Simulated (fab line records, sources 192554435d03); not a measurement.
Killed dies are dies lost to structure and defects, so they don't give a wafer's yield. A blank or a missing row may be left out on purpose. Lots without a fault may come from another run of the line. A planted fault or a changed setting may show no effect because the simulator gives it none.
A struck lot beside a sound one | flow n5_finfet | 24 steps out of a route of 1938
Sound: wafers L662.3, L662.4, L662.6. Struck: wafer L666.4. (L666.1, L666.2 of the same lot were not struck and are left out.) The cause comes at the end.
At each step with rows: each side's tool, then ch and its chambers, then its first start. Under that, the readings that differ: sound wafers | struck wafers | difference of the means | sigmas: that difference in standard deviations of wafers without a fault.
alike: readings whose means differ by less than 2 such deviations, and words and numbers that are the same on both sides. not compared: withheld readings, readings that some wafer has no value for, bounds like >300 that may hide the same value, and numbers for which the record gives no deviation and whose values overlap.
The two part at a step that has a row with sigmas, a row that says differs or no value, or rows on one side only. Numbers that don't overlap but have no deviation are shown without sigmas and don't part them. A reading that every wafer of one side lacks parts them only if that side has two wafers or more.

first, 2 steps without rows for these wafers: N5_FIN_SAQP_SPACER1_ETCHBACK_25 (etches SiO2 in CHF3/O2, target depth 24.4 nm, time 12.2 s); N5_FIN_SAQP_MANDREL1_REMOVE_56 (chemistry HBr/Cl2/O2, target a-Si, stops on SiNx, bt time 10 s).
N5_FIN_SAQP_CD_MEAS_27: target cd 20 nm.
  sound on cd_sem-03 ch 0, day 2 13:34; struck on cd_sem-01 ch 0, day 3 11:48
  alike: cd_nm
then, 1 step without rows for these wafers: N5_FIN_SAQP_ETCH_57 (etches SiNx in CH3F/O2, target depth 32.5 nm, time 46.4 s).
N5_FIN_SAQP_ETCH_65: etches SiO2 in CF4, target depth 4 nm, time 4.4 s.
  sound on rie_si-06 ch 0,1,2, day 2 13:45; struck on rie_si-05 ch 1, day 3 11:59
  reading                | sound             | struck | difference | sigmas
  throttle_valve_pct (%) | 21.83 21.73 21.56 | 22.28  | +0.57      | +2
  alike: chamber_pressure_mTorr, drypump_motor_current_A, oes_product_au
  not compared: rf_hours_counter_h
N5_FIN_SAQP_MANDREL_ETCH_58: etches a-Si in HBr/Cl2, stops on SiNx, target depth 45 nm, bt time 10 s, time 27 s.
  sound on rie_si-06 ch 0,1,2, day 2 13:47; struck on rie_si-05 ch 1, day 3 12:01
  alike: chamber_pressure_mTorr, drypump_motor_current_A, oes_product_au, throttle_valve_pct
  not compared: rf_hours_counter_h
then, 5 steps without rows for these wafers: N5_FIN_SAQP_RECESS_63 (chemistry HF/NH3, target SiO2, target depth 18 nm, afs cycles 3, sublimation time 60 s); N5_FIN_SAQP_COAT_68 (time 60 s, resist thk 100 nm); N5_FIN_SAQP_ETCH_69 (etches SOC in N2/H2, stops on SiNx, target depth 150 nm); N5_FIN_SAQP_ETCH_67 (etches SiNx in CH3F/O2, target depth 30 nm); N5_FIN_SAQP_STRIP_70 (strips in N2/H2).
N5_FIN_SAQP_RECESS_71: chemistry HF/NH3, target SiO2, target depth 3 nm, afs cycles 1, sublimation time 60 s.
  sound on vapor_etch-02 ch 0,1, day 2 14:31; struck on vapor_etch-02 ch 1, day 3 12:43
  alike: drypump_motor_current_A, sublimation_temp_c
N5_FIN_SAQP_SPACER2_ALD_28: deposits SiO2, target thk 8.1 nm, pulse time 1 s, purge time 2 s.
  sound on ald_sin-04 ch 0,3, day 2 14:55; struck on ald_sin-04 ch 0, day 3 13:48
  reading              | sound                | struck | difference | sigmas
  susceptor_temp_C (C) | 300.44 299.91 300.16 | 326.53 | +26.36     | +99 or more
  alike: heater_power_w, precursor_pulse_height_rel
N5_FIN_SAQP_SPACER2_ETCHBACK_29: etches SiO2 in CHF3/O2, target depth 12.2 nm, time 6.1 s.
  sound on rie_diel-05 ch 2,3, day 2 15:31; struck on rie_diel-05 ch 3, day 3 14:08
  alike: O2_flow_sccm, chamber_pressure_mTorr, drypump_motor_current_A, oes_product_au, rf_vpp_V, showerhead_plenum_p_Torr, throttle_valve_pct
  not compared: rf_hours_counter_h
then, 1 step without rows for these wafers: N5_FIN_SAQP_MANDREL2_REMOVE_60 (chemistry HBr/Cl2/O2, target a-Si, stops on SiNx, bt time 10 s).
N5_FIN_SAQP_CD_MEAS_31: target cd 8 nm.
  sound on cd_sem-03 ch 0, day 2 15:43; struck on cd_sem-01 ch 0, day 3 14:19
  reading    | sound          | struck | difference | sigmas
  cd_nm (nm) | 7.91 8.27 7.99 | 7.47   | -0.59      | -3
N5_FIN_SAQP_HM_OPEN_33: chemistry CH3F/O2, target SiNx, target depth 49.4 nm, time 70.6 s.
  sound on rie_diel-02 ch 2,3, day 2 15:51; struck on rie_diel-05 ch 0, day 3 14:22
  reading                   | sound     | struck | difference | sigmas
  model.FIN_SAQP.cd_nm (nm) | 8.2 8.2 8 | 7.8    | -0.3       |
  alike: O2_flow_sccm, chamber_pressure_mTorr, drypump_motor_current_A, etch_rf_on_time_s, oes_product_au, rf_vpp_V, showerhead_plenum_p_Torr, throttle_valve_pct
  not compared: rf_hours_counter_h
then, 2 steps without rows for these wafers: N5_FIN_SAQP_ETCH_34 (etches SiO2 in C4F6/O2, target depth 45 nm, time 15 s); N5_FIN_SAQP_STRIP_77 (strips in N2/H2, time 90 s).
N5_FIN_SAQP_HM_CD_35: target cd 8 nm.
  sound on cd_sem-03, day 2 16:04; struck on cd_sem-01, day 3 14:35
  alike: cd_nm
N5_FIN_SAQP_ETCH_64: etches SiO2 in CF4, target depth 1.5 nm.
  sound on rie_si-06 ch 1,2, day 2 16:07; struck on rie_si-06 ch 1, day 3 14:38
  alike: chamber_pressure_mTorr, drypump_motor_current_A, oes_product_au, throttle_valve_pct
  not compared: rf_hours_counter_h
N5_FIN_SAQP_FIN_ETCH_36: etches the open film in HBr/Cl2/O2, target depth 120 nm, time 50.4 s.
  sound on rie_si-06 ch 1,2, day 2 16:08; struck on rie_si-06 ch 1, day 3 14:40
  reading                   | sound   | struck | difference | sigmas
  model.FIN_SAQP.cd_nm (nm) | 8 8 8.2 | 7.8    | -0.3       |
  alike: O2_flow_sccm, chamber_pressure_mTorr, drypump_motor_current_A, oes_product_au, throttle_valve_pct
  not compared: rf_hours_counter_h
N5_FIN_SAQP_CD_MEAS_37: target cd 8 nm.
  sound on cd_sem-03, day 2 16:16; struck on cd_sem-02, day 3 14:47
  alike: cd_nm
-- the record jumps here: 7 days lie between the struck wafers' starts before and after (it left off in module FIN_SAQP and takes up again in module BEOL_M4, whose first step shown is number 1111 of the route) --
N5_BEOL_M4_RC_MEAS_101:
  sound on prober-02 ch 0, day 10 06:19; struck on prober-02 ch 0, day 10 13:08
  reading        | sound             | struck | difference | sigmas
  DIBL_P (mV/V)  | 35.7 36.7 36.3    | 30.4   | -5.8       | -4
  IOFF_N (nA/um) | 0.142 0.159 0.151 | 0.103  | -0.048     | -2
  IOFF_P (nA/um) | 0.197 0.208 0.209 | 0.158  | -0.047     | -2
  ION_N (uA/um)  | 676 681 669       | 657    | -18        | -2
  VT_N (mV)      | 250 248 248       | 255    | +6         | +2
  alike: DIBL_N, ION_P, SS_N, SS_P, VT_P

WHERE THEY PART
First at N5_FIN_SAQP_ETCH_65; last, within this record, at N5_BEOL_M4_RC_MEAS_101.

WHY: what the simulator had put in
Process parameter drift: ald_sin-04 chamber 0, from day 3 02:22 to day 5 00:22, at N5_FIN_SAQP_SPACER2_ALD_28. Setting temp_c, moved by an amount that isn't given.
